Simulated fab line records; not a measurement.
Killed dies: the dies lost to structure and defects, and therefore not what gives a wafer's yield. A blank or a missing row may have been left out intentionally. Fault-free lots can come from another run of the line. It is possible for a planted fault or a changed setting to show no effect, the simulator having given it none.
fab line records    flow nand_harc
record: lots: 12  wafers: 36  last_day: 24
route steps=1159 shown A_CONTACT@907 A_BONDPAD@1076 THIN_TSV@1103 END@1159
lots with no fault: from the same line, run without faults
start_h: hours from the record's first day to the start of the lot's first wafer shown    wait_h: hours elapsed since this lot's preceding step    " identical to the entry in the row above    L1.1+2: one row covering several wafers at once    - value missing, or start not given    * or withheld: withheld    < > ~ a bound
route shown NAME@n: NAME is a module with steps in the file, n the number in the route of the first one    usual: average and standard deviation across the fault-free wafers    same: alike in all rows    chamber/n: place in a boat    sites: the reading at each site    _std_site: standard deviation across them    _edge_site: inner sites' mean taken away from outer sites' mean    radius_mm: how far each site lies from the wafer's centre    mask NAME#n: copy n    behind: tool/chamber where the wafer was last shaped    hold: why the lot was held/for how many hours/how that ended    device: the n, p or np transistor that did not switch    end of line: tests run on the same wafers once the route is complete    step lacking rows: just its recipe    killed: the dies lost at the first sort to structure and to defects; this is not the yield of the wafer    map: shows each die of a wafer: x if killed, . if not, _ if none is there
set.NAME: the setting as run; set.NAME@STEP: as run at that earlier step    model.NAME: the simulator's own value behind a step, which no gauge read
the route's steps for a sample of lots (tables are steps, rows are wafers)
services: a tool's chamber out of use, with start hour (start_h, from the record's first day; less than 0 if before it), hours out, and reason
== steps ==
step: NHARC_A_CONTACT_ETCH_127
recipe: source_w: withheld  pressure_mtorr: 20  bias_v: 1200  time_s: 155  target_depth_a: 9560  ar_flow_sccm: withheld  c4f8_flow_sccm: withheld  o2_flow_sccm: withheld  chemistry: C4F8/O2/Ar
lot.wafer  tool             chamber  start_h  wait_h  rf_hours_counter_h
L556.1     har_cap_etch-03  0        383.62   0.1     87
L556.3     "                1        "        "       -
L556.6     "                0        "        "       -
L555.2     har_cap_etch-02  0        385.52   0.1     13
L555.3     "                1        "        "       -
L555.5     "                0        "        "       -
L558.3     har_cap_etch-01  1        389.36   0.1     -
L558.6     "                0        "        "       -
L558.5     "                1        "        "       -
L557.2     har_cap_etch-02  0        400.40   0.1     17
L557.4     "                1        "        "       -
L557.3     "                0        "        "       -
L562.2     har_cap_etch-01  0        419.04   0.1     63
L562.5     "                1        "        "       -
L562.6     "                0        "        "       -
L563.1     har_cap_etch-01  1        433.67   0.1     66
L563.4     "                1        "        "       -
L563.5     "                1        "        "       -
L571.1     har_cap_etch-02  0        466.31   0.1     29
L571.3     "                1        "        "       -
L571.5     "                0        "        "       -
L572.1     har_cap_etch-03  1        471.72   0.1     103
L572.3     "                1        "        "       -
L572.6     "                0        "        "       -
L575.1     har_cap_etch-03  1        487.92   0.1     106
L575.3     "                0        "        "       -
L575.6     "                1        "        "       -
L574.3     har_cap_etch-03  1        492.80   0.1     -
L574.4     "                0        "        "       -
L574.6     "                0        "        "       -
L576.4     har_cap_etch-03  0        501.62   0.1     -
L576.5     "                1        "        "       -
L576.6     "                0        "        "       -
L578.2     har_cap_etch-02  0        517.49   0.1     36
L578.1     "                1        "        "       36
L578.5     "                1        "        "       -
step: NHARC_A_BONDPAD_ETCH_34
recipe: target_depth_a: 600  overetch_a: 180  time_s: 65.91  ion_energy_ev: 200  n2_flow_sccm: 150  h2_flow_sccm: 150  ar_flow_sccm: 0  rf_w: 400  bias_w: 150  chemistry: N2/H2
usual: drypump_motor_current_A: 5.8/0.37  n2_flow_sccm: 150.0/0.44  oes_product_au: 1.002/0.011  rf_vpp_V: 430.9/2.6  showerhead_plenum_p_Torr: 2.05/0.093  throttle_valve_pct: 14.170/0.0093
lot.wafer  tool         chamber  start_h  wait_h  drypump_motor_current_A  n2_flow_sccm  oes_product_au  rf_hours_counter_h  rf_vpp_V  showerhead_plenum_p_Torr  throttle_valve_pct
L556.3     rie_diel-11  0        411.21   0.1     5.6                      149.3         0.990           2                   432.7     2.10                      14.162
L556.1     "            1        "        "       5.3                      150.2         1.014           1                   433.0     2.07                      14.178
L556.6     "            1        "        "       5.3                      150.3         1.018           -                   431.5     2.07                      14.185
L555.2     rie_diel-11  0        412.34   0.1     5.6                      150.1         0.987           2                   432.4     2.10                      14.185
L555.3     "            2        "        "       5.8                      149.7         0.980           2                   429.4     1.96                      14.173
L555.5     "            0        "        "       5.6                      149.9         0.995           -                   432.9     2.10                      14.183
L558.3     rie_diel-12  3        414.84   0.1     6.3                      149.9         1.002           5                   427.2     1.89                      14.169
L558.6     "            1        "        "       6.0                      149.7         0.999           -                   428.8     1.99                      14.177
L558.5     "            2        "        "       5.4                      149.9         0.991           -                   430.2     2.04                      14.184
L557.4     rie_diel-11  3        425.39   0.1     6.2                      150.4         1.016           2                   434.3     2.17                      14.175
L557.2     "            1        "        "       5.3                      150.4         1.008           2                   431.9     2.07                      14.177
L557.3     "            2        "        "       5.7                      149.8         0.988           2                   429.0     1.96                      14.160
L562.2     rie_diel-11  3        450.58   0.1     6.2                      149.4         1.015           3                   433.6     2.17                      14.171
L562.6     "            0        "        "       5.6                      149.9         0.996           -                   433.6     2.10                      14.164
L562.5     "            1        "        "       5.3                      149.9         1.016           -                   432.2     2.07                      14.160
L563.1     rie_diel-12  3        463.59   0.1     6.3                      150.3         1.014           15                  425.2     1.89                      14.171
L563.4     "            0        "        "       6.6                      150.4         1.005           16                  430.2     2.01                      14.172
L563.5     "            3        "        "       6.3                      150.8         1.020           -                   426.0     1.89                      14.158
L571.1     rie_diel-11  1        502.94   0.1     5.3                      149.9         1.007           5                   430.9     2.07                      14.168
L571.3     "            3        "        "       6.2                      149.4         1.018           5                   431.9     2.17                      14.166
L571.5     "            1        "        "       5.3                      149.8         1.009           -                   430.5     2.07                      14.172
L572.1     rie_diel-11  2        507.41   0.1     5.8                      150.0         0.996           5                   428.1     1.96                      14.155
L572.3     "            1        "        "       5.3                      149.8         1.008           5                   430.6     2.07                      14.163
L572.6     "            2        "        "       5.8                      149.6         0.993           -                   427.8     1.96                      14.179
L575.1     rie_diel-11  2        512.93   0.1     5.8                      149.9         1.003           5                   428.4     1.96                      14.149
L575.3     "            1        "        "       5.3                      150.1         1.008           6                   432.4     2.07                      14.170
L575.6     "            3        "        "       6.2                      150.1         1.017           -                   434.2     2.17                      14.172
L574.3     rie_diel-11  0        516.45   0.1     5.6                      149.4         0.995           6                   433.7     2.10                      14.176
L574.4     "            2        "        "       5.8                      150.1         0.993           5                   429.6     1.96                      14.185
L574.6     "            0        "        "       5.6                      149.3         0.995           -                   431.3     2.10                      14.172
L576.4     rie_diel-12  0        530.60   0.1     6.6                      150.7         0.996           28                  428.9     2.00                      14.174
L576.6     "            2        "        "       5.4                      150.2         0.989           -                   432.0     2.03                      14.164
L576.5     "            3        "        "       6.3                      150.0         1.015           -                   425.8     1.88                      14.165
L578.2     rie_diel-12  2        544.09   0.1     5.4                      149.7         1.002           29                  431.0     2.03                      14.167
L578.1     "            0        "        "       6.6                      149.4         0.997           31                  428.6     2.00                      14.173
L578.5     "            2        "        "       5.4                      149.4         0.995           -                   430.6     2.03                      14.180
step: NHARC_THIN_TSV_THK_MEAS_02
recipe: thk_meas_gauge: ir
usual: thk_nm: 2977/220
lot.wafer  tool           chamber  start_h  wait_h  thk_nm
L556.1     film_metro-01  -        426.58   -       2923
L556.3     "              -        "        "       3210
L556.6     "              -        "        "       3036
L555.2     film_metro-02  -        427.80   -       2665
L555.3     "              -        "        "       2950
L555.5     "              -        "        "       2855
L558.3     film_metro-02  -        430.21   0.2     3000
L558.5     "              -        "        "       2864
L558.6     "              -        "        "       3228
L557.2     film_metro-02  -        440.22   -       3036
L557.3     "              -        "        "       2987
L557.4     "              -        "        "       2632
L562.2     film_metro-02  -        465.59   -       2774
L562.5     "              -        "        "       3007
L562.6     "              -        "        "       2969
L563.1     film_metro-02  -        480.23   0.2     2978
L563.4     "              -        "        "       2993
L563.5     "              -        "        "       3011
L571.1     film_metro-01  -        521.99   -       3029
L571.3     "              -        "        "       2869
L571.5     "              -        "        "       3054
L572.1     film_metro-02  -        523.18   -       2780
L572.3     "              -        "        "       2766
L572.6     "              -        "        "       2947
L574.3     film_metro-01  -        530.75   -       2737
L574.4     "              -        "        "       2751
L574.6     "              -        "        "       2801
L575.1     film_metro-01  -        531.98   -       3415
L575.3     "              -        "        "       3256
L575.6     "              -        "        "       3497
L576.4     film_metro-01  -        544.53   -       2769
L576.5     "              -        "        "       2829
L576.6     "              -        "        "       3019
L578.1     film_metro-02  -        558.04   -       2969
L578.2     "              -        "        "       3162
L578.5     "              -        "        "       3078
step: NHARC_THIN_TSV_DEP_43
recipe: target_thk_a: 13285  temp_c: withheld  pressure_torr: 6.5  rf_w: 900  teos_flow_sccm: 161.4  flow_sccm: 2650  target_thk_nm: 1328.5  gas: O2  material: SiO2
usual: throttle_valve_pct: 15.6/0.61
lot.wafer  tool      chamber  start_h  wait_h  throttle_valve_pct
L556.1     pecvd-03  2        426.80   -       15.4
L556.3     "         0        "        "       16.5
L556.6     "         0        "        "       16.4
L555.2     pecvd-03  2        428.03   -       15.6
L555.3     "         1        "        "       15.1
L555.5     "         0        "        "       16.5
L558.3     pecvd-02  1        430.63   -       15.8
L558.6     "         0        "        "       16.2
L558.5     "         1        "        "       16.0
L557.2     pecvd-01  1        440.48   -       16.6
L557.3     "         2        "        "       15.1
L557.4     "         0        "        "       15.3
L562.2     pecvd-01  0        465.90   -       15.4
L562.6     "         2        "        "       15.2
L562.5     "         0        "        "       15.2
L563.1     pecvd-01  0        480.45   -       15.0
L563.4     "         0        "        "       15.4
L563.5     "         2        "        "       15.1
L571.3     pecvd-03  0        522.21   -       16.0
L571.1     "         1        "        "       14.6
L571.5     "         0        "        "       16.1
L572.1     pecvd-03  1        523.44   -       14.6
L572.3     "         2        "        "       15.6
L572.6     "         1        "        "       14.6
L574.3     pecvd-03  2        531.01   -       15.4
L574.6     "         1        "        "       14.9
L574.4     "         2        "        "       15.5
L575.1     pecvd-02  1        532.24   -       15.2
L575.3     "         2        "        "       15.9
L575.6     "         2        "        "       15.5
L576.5     pecvd-01  2        544.89   -       15.0
L576.6     "         0        "        "       15.2
L576.4     "         1        "        "       16.7
L578.2     pecvd-01  2        558.26   -       15.1
L578.1     "         0        "        "       15.2
L578.5     "         2        "        "       15.1
step: NHARC_END_SORT_01
recipe: temp_c: 25
usual: killed_at_array: 29/10  killed_at_other: 0.7/1  killed_at_periphery: 3.7/2.6  killed_dies: 33/10  killed_open: 3.4/1.8  killed_short: 1.8/1.3
same: gross_dies: 677
lot.wafer  tool       chamber  start_h  wait_h  killed_at_array  killed_at_other  killed_at_periphery  killed_dies  killed_open  killed_short
L562.2     prober-02  0        484.72   2.8     103              0                4                    107          4            0
L562.5     prober-02  0        487.15   3.7     115              0                5                    120          2            0
L562.6     prober-02  0        487.95   4.0     111              0                5                    116          3            1
L563.1     prober-01  0        496.14   2.5     104              0                5                    109          3            1
L563.4     prober-01  0        498.56   3.4     127              0                3                    130          4            2
L563.5     prober-01  0        499.37   3.7     125              1                4                    130          1            3
killed by level:class
L562.2 A_CONTACT:unspecified=86 A_CHANNEL_HOLE_D1:chamber_film_flake=10 A_STAIRCASE:chamber_film_flake=3 P_BONDPAD:chamber_film_flake=2 A_SOURCE_PLATE:geometric_particle:open=1 A_WL_FILL:geometric_particle:open=1 A_CONTACT:geometric_particle:open=1 A_M0:geometric_particle:open=1
L562.5 A_CONTACT:unspecified=100 A_CHANNEL_HOLE_D1:chamber_film_flake=10 P_BONDPAD:chamber_film_flake=4 A_ONON_D1:geometric_particle:open=1 A_CHANNEL_FILL_D1:geometric_particle:open=1 P_STI:chamber_film_flake=1 A_STAIRCASE:chamber_film_flake=1 A_CONTACT:chamber_film_flake=1
L562.6 A_CONTACT:unspecified=87 A_CHANNEL_HOLE_D1:chamber_film_flake=16 P_BONDPAD:chamber_film_flake=5 A_CONTACT:chamber_film_flake=3 A_CHANNEL_FILL_D1:geometric_particle:open=1 A_WL_FILL:geometric_particle:open=1 A_CONTACT:geometric_particle:open=1 A_M0:geometric_particle:short=1
L563.1 A_CONTACT:unspecified=90 A_CHANNEL_HOLE_D1:chamber_film_flake=10 P_ZERO_WELL:chamber_film_flake=3 P_CONTACT:geometric_particle:open=1 A_SGD_CUT:geometric_particle:short=1 A_CONTACT:geometric_particle:open=1 A_M1:geometric_particle:open=1 P_GATE:chamber_film_flake=1
L563.4 A_CONTACT:unspecified=95 A_CHANNEL_HOLE_D1:chamber_film_flake=26 P_ZERO_WELL:chamber_film_flake=2 P_M0:geometric_particle:open=1 A_ONON_D1:geometric_particle:short=1 A_STAIRCASE:geometric_particle:open=1 A_SGD_CUT:geometric_particle:open=1 A_WL_FILL:geometric_particle:short=1
L563.5 A_CONTACT:unspecified=101 A_CHANNEL_HOLE_D1:chamber_film_flake=15 A_STAIRCASE:chamber_film_flake=5 A_SGD_CUT:geometric_particle:short=2 P_ZERO_WELL:chamber_film_flake=2 P_CONTACT:geometric_particle:short=1 A_BLC:geometric_particle:open=1 P_GATE:chamber_film_flake=1
== services ==
tool             chamber  start_h  hours  kind
rie_diel-11      -        366.50   9.0    pm
rie_diel-11      0        366.50   9.0    vent_cycle
rie_diel-11      1        366.50   9.0    vent_cycle
rie_diel-11      2        366.50   9.0    vent_cycle
rie_diel-12      3        367.26   4.9    repair
rie_diel-12      -        379.64   9.0    pm
pecvd-01         1        411.68   3.7    repair
pecvd-03         1        415.32   4.3    repair
pecvd-01         -        418.00   13.0   pm
rie_diel-11      3        430.58   3.9    repair
rie_diel-12      1        441.76   11.6   repair
pecvd-03         -        473.64   13.0   pm
rie_diel-11      2        475.76   4.6    repair
rie_diel-12      0        478.21   5.0    repair
pecvd-02         -        495.63   0.5    repair
pecvd-02         -        515.21   13.0   pm
rie_diel-11      2        541.81   9.8    repair
rie_diel-11      -        543.50   9.0    pm
pecvd-02         -        543.92   0.6    repair
har_cap_etch-03  -        545.00   17.0   pm
rie_diel-12      0        548.51   9.3    repair
pecvd-02         0        549.61   15.6   repair
pecvd-02         -        554.96   1.0    repair
rie_diel-12      -        556.80   9.0    pm
== key ==
first_sign: step: NHARC_END_SORT_01  reading: killed_at_array  direction: up  sigmas: 8.6  usual: 29  struck: 114
effect: step: NHARC_END_SORT_01  reading: killed_dies  direction: up  sigmas: 8.4  usual: 33  struck: 119
more_kills_born_at: NHARC_A_CONTACT_ETCH_127@har_cap_etch-01: 556
met_at NHARC_A_CONTACT_ETCH_127
struck_lots L562,L563
tester_left_out L562,L563
not_acting_at NHARC_A_BONDPAD_ETCH_34,NHARC_THIN_TSV_THK_MEAS_02,NHARC_THIN_TSV_DEP_43
onset_between 389.36 419.04
fault: kind: chamber_particle_source  tool: har_cap_etch-01  chamber: -  onset_h: 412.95  steps: NHARC_A_CONTACT_ETCH_127  rate_per_visit_cm2: 1.5463  end_h: 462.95
tester_left_out: of these lots the tester's yield and bins aren't shown, on N5 and GAA mostly nor the transistor test; their killed dies are dies lost to structure and defects alone, not to doping, threshold or leakage, so they don't give the yield
